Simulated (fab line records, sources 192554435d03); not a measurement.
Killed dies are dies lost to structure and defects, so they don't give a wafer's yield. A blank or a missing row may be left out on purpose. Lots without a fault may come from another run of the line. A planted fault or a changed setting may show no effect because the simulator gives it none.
Which tool did it? | flow n5_finfet | 10 lots, 30 wafers sampled, at 5 steps of a route of 1938

WHAT THE GAUGES READ, wafer by wafer
N5_BEOL_M3_CD_MEAS_35: target cd 18 nm, target cd y 21 nm. Usual: cd_nm 17.9 nm, standard deviation 0.3.
lot  | measured     | on        | cd_nm (nm)     | flag
L510 | day 7 05:33  | cd_sem-03 | 18.1 17.8 18.1 |
L514 | day 8 10:54  | cd_sem-03 | 17.9 18.1 18.6 |
L519 | day 9 17:27  | cd_sem-01 | 18.1 17.9 17.9 |
L527 | day 11 17:30 | cd_sem-03 | 17.8 17.1 18.0 |
L524 | day 11 17:56 | cd_sem-01 | 17.1 17.5 17.9 |
L526 | day 11 22:15 | cd_sem-02 | 17.5 18.2 17.6 |
L531 | day 12 14:04 | cd_sem-01 | 18.1 18.0 17.9 |
L530 | day 12 22:58 | cd_sem-02 | 18.3 18.0 17.5 |
L532 | day 13 14:20 | cd_sem-01 | 17.5 17.5 17.9 |
L533 | day 14 01:28 | cd_sem-02 | 18.2 17.9 17.8 |

N5_BEOL_M4_RC_MEAS_101. Usual: DIBL_N 36.2 mV/V, standard deviation 1.6; DIBL_P 36.1 mV/V, standard deviation 2; IOFF_N 0.16 nA/um, standard deviation 0.032; IOFF_P 0.22 nA/um, standard deviation 0.036; ION_N 672 uA/um, standard deviation 11; ION_P 463 uA/um, standard deviation 7.5; SS_N 71.4 mV/dec, standard deviation 0.58; SS_P 73.2 mV/dec, standard deviation 0.67; VT_N 250 mV, standard deviation 3.3; VT_P -250 mV, standard deviation 3.3.
lot  | measured     | on        | DIBL_N (mV/V)  | DIBL_P (mV/V)  | IOFF_N (nA/um) | IOFF_P (nA/um) | ION_N (uA/um) | ION_P (uA/um) | SS_N (mV/dec)  | SS_P (mV/dec)  | VT_N (mV)   | VT_P (mV)      | flag
L510 | day 8 04:59  | prober-02 | 36.6 37.2 34.5 | 37.3 38.7 35.6 | 0.13 0.17 0.12 | 0.17 0.19 0.15 | 652 679 660   | 446 456 444   | 71.1 72.3 70.7 | 72.5 74.0 72.3 | 254 247 255 | -257 -251 -256 |
L514 | day 9 05:44  | prober-01 | 38.3 35.9 36.2 | 35.2 32.5 33.4 | 0.17 0.13 0.13 | 0.21 0.18 0.19 | 679 662 671   | 465 458 460   | 71.6 71.3 71.5 | 73.2 71.8 72.3 | 248 248 251 | -249 -251 -250 |
L519 | day 10 08:41 | prober-02 | 37.7 37.3 37.0 | 37.1 38.2 38.0 | 0.17 0.16 0.16 | 0.24 0.26 0.24 | 675 678 682   | 471 471 466   | 71.8 71.5 71.5 | 73.0 74.0 72.8 | 247 248 249 | -246 -245 -246 |
L527 | day 12 09:08 | prober-02 | 34.6 35.1 36.8 | 34.6 35.6 38.2 | 0.12 0.13 0.15 | 0.18 0.19 0.23 | 661 667 679   | 458 461 470   | 71.6 71.1 72.1 | 72.5 72.6 73.9 | 254 254 251 | -253 -250 -250 |
L524 | day 12 14:43 | prober-01 | 34.1 35.1 34.9 | 34.8 36.3 35.6 | 0.13 0.14 0.13 | 0.16 0.18 0.17 | 669 668 656   | 455 459 444   | 71.1 70.8 70.9 | 72.4 72.5 73.1 | 252 252 254 | -256 -256 -255 |
L526 | day 12 12:28 | prober-02 | 34.2 33.3 36.3 | 33.8 32.6 36.6 | 0.13 0.13 0.17 | 0.18 0.17 0.23 | 647 657 665   | 455 459 457   | 70.6 70.6 72.2 | 72.7 72.4 73.4 | 253 251 248 | -253 -251 -250 |
L531 | day 13 06:59 | prober-02 | 33.0 38.4 35.4 | 30.8 38.8 34.2 | 0.11 0.20 0.13 | 0.15 0.27 0.19 | 649 676 670   | 449 463 463   | 71.1 71.9 71.2 | 72.6 74.0 72.6 | 257 248 251 | -254 -244 -249 |
L530 | day 13 17:14 | prober-02 | 40.5 37.6 38.3 | 38.1 34.2 34.9 | 0.21 0.15 0.16 | 0.27 0.20 0.20 | 666 660 653   | 462 462 457   | 71.8 71.4 71.7 | 73.7 72.6 72.8 | 246 250 251 | -247 -250 -250 |
L532 | day 14 11:01 | prober-02 | 33.9 35.4 34.7 | 34.4 37.0 36.1 | 0.12 0.14 0.13 | 0.17 0.20 0.19 | 661 679 669   | 464 466 466   | 70.6 70.3 70.5 | 71.7 72.9 72.2 | 254 253 254 | -253 -249 -252 |
L533 | day 15 03:51 | prober-02 | 38.7 36.5 34.7 | 39.5 37.2 35.7 | 0.20 0.16 0.13 | 0.25 0.22 0.20 | 694 679 661   | 469 470 465   | 72.4 72.2 71.4 | 73.6 73.4 72.2 | 244 250 252 | -246 -247 -252 |

WHICH TOOL RAN EACH LOT (tool, then ch and the chambers of the sampled wafers, then the start)
lot  | N5_BEOL_M3_SPUTTER_79        | N5_BEOL_M3_SPUTTER_81        | N5_BEOL_M3_SPUTTER_88
L510 | pvd_sputter-01, day 7 06:46  | pvd_sputter-01, day 7 06:59  | pvd_sputter-01, day 7 07:25
L514 | pvd_sputter-02, day 8 12:28  | pvd_sputter-02, day 8 12:41  | pvd_sputter-02, day 8 13:07
L519 | pvd_sputter-02, day 9 20:19  | pvd_sputter-02, day 9 20:32  | pvd_sputter-02, day 9 20:59
L527 | pvd_sputter-02, day 11 18:23 | pvd_sputter-02, day 11 18:37 | pvd_sputter-02, day 11 19:05
L524 | pvd_sputter-02, day 11 20:36 | pvd_sputter-02, day 11 20:51 | pvd_sputter-02, day 11 21:20
L526 | pvd_sputter-02, day 11 23:26 | pvd_sputter-02, day 11 23:41 | pvd_sputter-02, day 12 00:10
L531 | pvd_sputter-02, day 12 15:03 | pvd_sputter-02, day 12 15:16 | pvd_sputter-02, day 12 15:43
L530 | pvd_sputter-02, day 13 00:00 | pvd_sputter-02, day 13 00:13 | pvd_sputter-02, day 13 00:40
L532 | pvd_sputter-03, day 13 17:14 | pvd_sputter-03, day 13 17:27 | pvd_sputter-03, day 13 17:53
L533 | pvd_sputter-03, day 14 02:50 | pvd_sputter-03, day 14 03:03 | pvd_sputter-03, day 14 03:29
- N5_BEOL_M3_SPUTTER_79: material Cu, target thk 4.5 nm, time 8.29 s.
- N5_BEOL_M3_SPUTTER_81: material Cu, target thk 4.5 nm, time 8.29 s.
- N5_BEOL_M3_SPUTTER_88: material Cu, target thk 4.5 nm, time 8.29 s.

WHAT THE TOOLS THEMSELVES READ (means of the sampled wafers that have a number; where no wafer has one, the mark that the record gives instead)
N5_BEOL_M3_SPUTTER_79. Usual: chamber_pressure_pa 0.06999 Pa, standard deviation 0.00016; chuck_gas_flow_sccm 1.26 sccm, standard deviation 0.061; chuck_sensor_temp_C -16.0 C, standard deviation 0.63; throttle_valve_pct 29.9 %, standard deviation 1.
lot  | tool           | chamber_pressure_pa (Pa) | chuck_gas_flow_sccm (sccm) | chuck_sensor_temp_C (C) | throttle_valve_pct (%) | flag
L510 | pvd_sputter-01 | 0.06985                  | 1.25                       | -16.3                   | 30.9                   |
L514 | pvd_sputter-02 | 0.07004                  | 1.21                       | -16.2                   | 29.1                   |
L519 | pvd_sputter-02 | 0.07001                  | 1.28                       | -15.7                   | 29.2                   |
L527 | pvd_sputter-02 | -                        | -                          | -                       | -                      | OFF
L524 | pvd_sputter-02 | -                        | -                          | -                       | -                      | OFF
L526 | pvd_sputter-02 | -                        | -                          | -                       | -                      | OFF
L531 | pvd_sputter-02 | 0.07007                  | 1.30                       | -15.8                   | 29.0                   |
L530 | pvd_sputter-02 | 0.06994                  | 1.30                       | -16.2                   | 29.3                   |
L532 | pvd_sputter-03 | 0.07000                  | 1.28                       | -16.0                   | 30.5                   |
L533 | pvd_sputter-03 | 0.06989                  | 1.29                       | -16.3                   | 30.1                   |

N5_BEOL_M3_SPUTTER_81. Usual: chamber_pressure_pa 0.06998 Pa, standard deviation 0.00014; chuck_gas_flow_sccm 1.27 sccm, standard deviation 0.053; chuck_sensor_temp_C -16.0 C, standard deviation 0.63; throttle_valve_pct 29.9 %, standard deviation 1.
lot  | tool           | chamber_pressure_pa (Pa) | chuck_gas_flow_sccm (sccm) | chuck_sensor_temp_C (C) | throttle_valve_pct (%) | flag
L510 | pvd_sputter-01 | 0.06985                  | 1.26                       | -16.2                   | 30.9                   |
L514 | pvd_sputter-02 | 0.07002                  | 1.24                       | -16.1                   | 29.1                   |
L519 | pvd_sputter-02 | 0.06998                  | 1.31                       | -15.8                   | 29.1                   |
L527 | pvd_sputter-02 | 0.07009                  | 1.22                       | -15.5                   | 29.0                   |
L524 | pvd_sputter-02 | 0.07008                  | 1.30                       | -15.7                   | 29.2                   |
L526 | pvd_sputter-02 | 0.06981                  | 1.22                       | -16.3                   | 29.3                   |
L531 | pvd_sputter-02 | 0.06998                  | 1.27                       | -15.7                   | 29.1                   |
L530 | pvd_sputter-02 | 0.06992                  | 1.29                       | -16.2                   | 29.2                   |
L532 | pvd_sputter-03 | 0.06985                  | 1.28                       | -15.9                   | 30.4                   |
L533 | pvd_sputter-03 | 0.07007                  | 1.23                       | -16.4                   | 30.2                   |

N5_BEOL_M3_SPUTTER_88. Usual: chamber_pressure_pa 0.07001 Pa, standard deviation 0.00014; chuck_gas_flow_sccm 1.27 sccm, standard deviation 0.056; chuck_sensor_temp_C -16.0 C, standard deviation 0.63; throttle_valve_pct 29.9 %, standard deviation 1.
lot  | tool           | chamber_pressure_pa (Pa) | chuck_gas_flow_sccm (sccm) | chuck_sensor_temp_C (C) | throttle_valve_pct (%) | flag
L510 | pvd_sputter-01 | 0.07000                  | 1.31                       | -16.3                   | 30.8                   |
L514 | pvd_sputter-02 | 0.07004                  | 1.29                       | -16.3                   | 29.2                   |
L519 | pvd_sputter-02 | 0.06985                  | 1.27                       | -15.8                   | 29.2                   |
L527 | pvd_sputter-02 | 0.07009                  | 1.21                       | -15.5                   | 29.0                   |
L524 | pvd_sputter-02 | 0.06992                  | 1.28                       | -15.6                   | 29.0                   |
L526 | pvd_sputter-02 | 0.07009                  | 1.30                       | -16.2                   | 29.2                   |
L531 | pvd_sputter-02 | 0.07007                  | 1.27                       | -15.7                   | 29.1                   |
L530 | pvd_sputter-02 | 0.06985                  | 1.22                       | -16.1                   | 29.1                   |
L532 | pvd_sputter-03 | 0.06999                  | 1.22                       | -15.9                   | 30.5                   |
L533 | pvd_sputter-03 | 0.07002                  | 1.27                       | -16.4                   | 30.2                   |

THE ANSWER, worked out from the rows above alone
Rule: a lot is off if the mean of its wafers that have a number lies more than 3 standard deviations from the usual mean. A lot without any number at a reading at which 4 lots or more have one is off too. The other lots that the step has rows for count as sound. The gauges are gone through in route order, then the tools' own readings, and for those a lot's mean is taken as printed above. The first step at which some lot is off is used, and at that step the reading that is off furthest; a lot without a number counts as furthest.
Off: L527, L524, L526, at N5_BEOL_M3_SPUTTER_79 (chamber_pressure_pa). Without a number there: L527, L524, L526.
A tool fits if, at that step or a process step before it, it ran every lot that is off, and no sound lot after the first of them. None of those tried fits.

WHAT THE SIMULATOR HAD PUT IN
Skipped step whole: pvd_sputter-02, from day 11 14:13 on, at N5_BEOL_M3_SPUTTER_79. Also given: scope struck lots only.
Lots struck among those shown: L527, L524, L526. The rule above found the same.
